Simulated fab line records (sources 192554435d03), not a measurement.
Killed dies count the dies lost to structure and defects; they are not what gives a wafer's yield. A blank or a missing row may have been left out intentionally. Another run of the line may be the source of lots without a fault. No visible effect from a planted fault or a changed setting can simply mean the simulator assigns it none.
Chamber matching / flow n5-finfet / N5_BEOL_M6_VIA_ETCH_34 on rie-diel-01: 4 sister chambers
The step etches SiCOH lowk in C4F6/O2, target depth 126.3 nm, time 50.9 s. 24 wafers are shown with their chamber, then 12 later ones without.

== WAFERS PAIRED WITH THEIR CHAMBERS ==
wafer=L074.3; chamber=2; drypump-motor-current-A (A)=5.8; rf-vpp-V (V)=666; showerhead-plenum-p-Torr (Torr)=2.78
wafer=L074.4; chamber=3; drypump-motor-current-A (A)=6.1; rf-vpp-V (V)=657; showerhead-plenum-p-Torr (Torr)=2.76
wafer=L074.5; chamber=3; drypump-motor-current-A (A)=6.1; rf-vpp-V (V)=659; showerhead-plenum-p-Torr (Torr)=2.76
wafer=L075.3; chamber=1; drypump-motor-current-A (A)=6.3; rf-vpp-V (V)=647; showerhead-plenum-p-Torr (Torr)=2.79
wafer=L075.4; chamber=2; drypump-motor-current-A (A)=5.7; rf-vpp-V (V)=665; showerhead-plenum-p-Torr (Torr)=2.78
wafer=L075.6; chamber=2; drypump-motor-current-A (A)=5.7; rf-vpp-V (V)=667; showerhead-plenum-p-Torr (Torr)=2.78
wafer=L079.1; chamber=1; drypump-motor-current-A (A)=6.3; rf-vpp-V (V)=648; showerhead-plenum-p-Torr (Torr)=2.79
wafer=L079.3; chamber=3; drypump-motor-current-A (A)=6.1; rf-vpp-V (V)=658; showerhead-plenum-p-Torr (Torr)=2.76
wafer=L079.5; chamber=3; drypump-motor-current-A (A)=6.1; rf-vpp-V (V)=658; showerhead-plenum-p-Torr (Torr)=2.76
wafer=L081.1; chamber=3; drypump-motor-current-A (A)=6.1; rf-vpp-V (V)=658; showerhead-plenum-p-Torr (Torr)=2.76
wafer=L081.3; chamber=0; drypump-motor-current-A (A)=4.9; rf-vpp-V (V)=670; showerhead-plenum-p-Torr (Torr)=2.82
wafer=L081.6; chamber=2; drypump-motor-current-A (A)=5.8; rf-vpp-V (V)=666; showerhead-plenum-p-Torr (Torr)=2.78
wafer=L077.1; chamber=1; drypump-motor-current-A (A)=6.3; rf-vpp-V (V)=646; showerhead-plenum-p-Torr (Torr)=2.79
wafer=L077.3; chamber=0; drypump-motor-current-A (A)=4.8; rf-vpp-V (V)=670; showerhead-plenum-p-Torr (Torr)=2.82
wafer=L077.6; chamber=3; drypump-motor-current-A (A)=6.1; rf-vpp-V (V)=656; showerhead-plenum-p-Torr (Torr)=2.76
wafer=L078.1; chamber=1; drypump-motor-current-A (A)=6.3; rf-vpp-V (V)=646; showerhead-plenum-p-Torr (Torr)=2.78
wafer=L078.4; chamber=0; drypump-motor-current-A (A)=4.9; rf-vpp-V (V)=669; showerhead-plenum-p-Torr (Torr)=2.82
wafer=L078.5; chamber=0; drypump-motor-current-A (A)=4.8; rf-vpp-V (V)=669; showerhead-plenum-p-Torr (Torr)=2.82
wafer=L083.3; chamber=3; drypump-motor-current-A (A)=6.1; rf-vpp-V (V)=657; showerhead-plenum-p-Torr (Torr)=2.76
wafer=L083.5; chamber=1; drypump-motor-current-A (A)=6.3; rf-vpp-V (V)=647; showerhead-plenum-p-Torr (Torr)=2.78
wafer=L083.6; chamber=0; drypump-motor-current-A (A)=4.8; rf-vpp-V (V)=671; showerhead-plenum-p-Torr (Torr)=2.82
wafer=L086.2; chamber=1; drypump-motor-current-A (A)=6.3; rf-vpp-V (V)=646; showerhead-plenum-p-Torr (Torr)=2.78
wafer=L086.3; chamber=2; drypump-motor-current-A (A)=5.8; rf-vpp-V (V)=666; showerhead-plenum-p-Torr (Torr)=2.77
wafer=L086.6; chamber=2; drypump-motor-current-A (A)=5.8; rf-vpp-V (V)=664; showerhead-plenum-p-Torr (Torr)=2.77

SIGNATURES (means of the wafers above)
reading=drypump-motor-current-A; chamber 0=4.840; chamber 1=6.300; chamber 2=5.767; chamber 3=6.100; scatter within a chamber=0.0356
reading=rf-vpp-V; chamber 0=669.80; chamber 1=646.67; chamber 2=665.67; chamber 3=657.57; scatter within a chamber=0.927
reading=showerhead-plenum-p-Torr; chamber 0=2.8200; chamber 1=2.7850; chamber 2=2.7767; chamber 3=2.7600; scatter within a chamber=0.00376
Rule: for a wafer and a chamber, the distance is found by dividing, reading by reading, the gap between the wafer's reading and the chamber's mean by the reading's scatter, squaring, summing and taking the root. The wafer belongs to the nearest chamber; if the next one is less than 2 further off, it can't be placed. How the scatter is found: for the shown wafers, subtract from each reading the mean of its chamber, square and add these, divide the total by (wafers less chambers), then take the root.

== WAFERS MISSING THEIR CHAMBER ==
wafer=L087.3; drypump-motor-current-A (A)=5.8; rf-vpp-V (V)=665; showerhead-plenum-p-Torr (Torr)=2.77
wafer=L087.4; drypump-motor-current-A (A)=6.3; rf-vpp-V (V)=646; showerhead-plenum-p-Torr (Torr)=2.78
wafer=L087.5; drypump-motor-current-A (A)=6.1; rf-vpp-V (V)=657; showerhead-plenum-p-Torr (Torr)=2.75
wafer=L090.1; drypump-motor-current-A (A)=6.1; rf-vpp-V (V)=657; showerhead-plenum-p-Torr (Torr)=2.75
wafer=L090.2; drypump-motor-current-A (A)=5.7; rf-vpp-V (V)=666; showerhead-plenum-p-Torr (Torr)=2.77
wafer=L090.6; drypump-motor-current-A (A)=5.8; rf-vpp-V (V)=666; showerhead-plenum-p-Torr (Torr)=2.77
wafer=L097.2; drypump-motor-current-A (A)=4.9; rf-vpp-V (V)=670; showerhead-plenum-p-Torr (Torr)=2.81
wafer=L097.3; drypump-motor-current-A (A)=6.3; rf-vpp-V (V)=647; showerhead-plenum-p-Torr (Torr)=2.77
wafer=L097.6; drypump-motor-current-A (A)=4.9; rf-vpp-V (V)=670; showerhead-plenum-p-Torr (Torr)=2.81
wafer=L096.1; drypump-motor-current-A (A)=4.9; rf-vpp-V (V)=669; showerhead-plenum-p-Torr (Torr)=2.81
wafer=L096.3; drypump-motor-current-A (A)=5.8; rf-vpp-V (V)=664; showerhead-plenum-p-Torr (Torr)=2.76
wafer=L096.5; drypump-motor-current-A (A)=5.8; rf-vpp-V (V)=665; showerhead-plenum-p-Torr (Torr)=2.76

== WHICH CHAMBER EACH WENT THROUGH ==
wafer=L087.3; from the rows above=2; in truth=2
wafer=L087.4; from the rows above=1; in truth=1
wafer=L087.5; from the rows above=3; in truth=3
wafer=L090.1; from the rows above=3; in truth=3
wafer=L090.2; from the rows above=2; in truth=2
wafer=L090.6; from the rows above=2; in truth=2
wafer=L097.2; from the rows above=0; in truth=0
wafer=L097.3; from the rows above=1; in truth=1
wafer=L097.6; from the rows above=0; in truth=0
wafer=L096.1; from the rows above=0; in truth=0
wafer=L096.3; from the rows above=2; in truth=2
wafer=L096.5; from the rows above=2; in truth=2
12 of 12 placed correctly. Number that these rows cannot place: 0. Placed wrongly: 0.
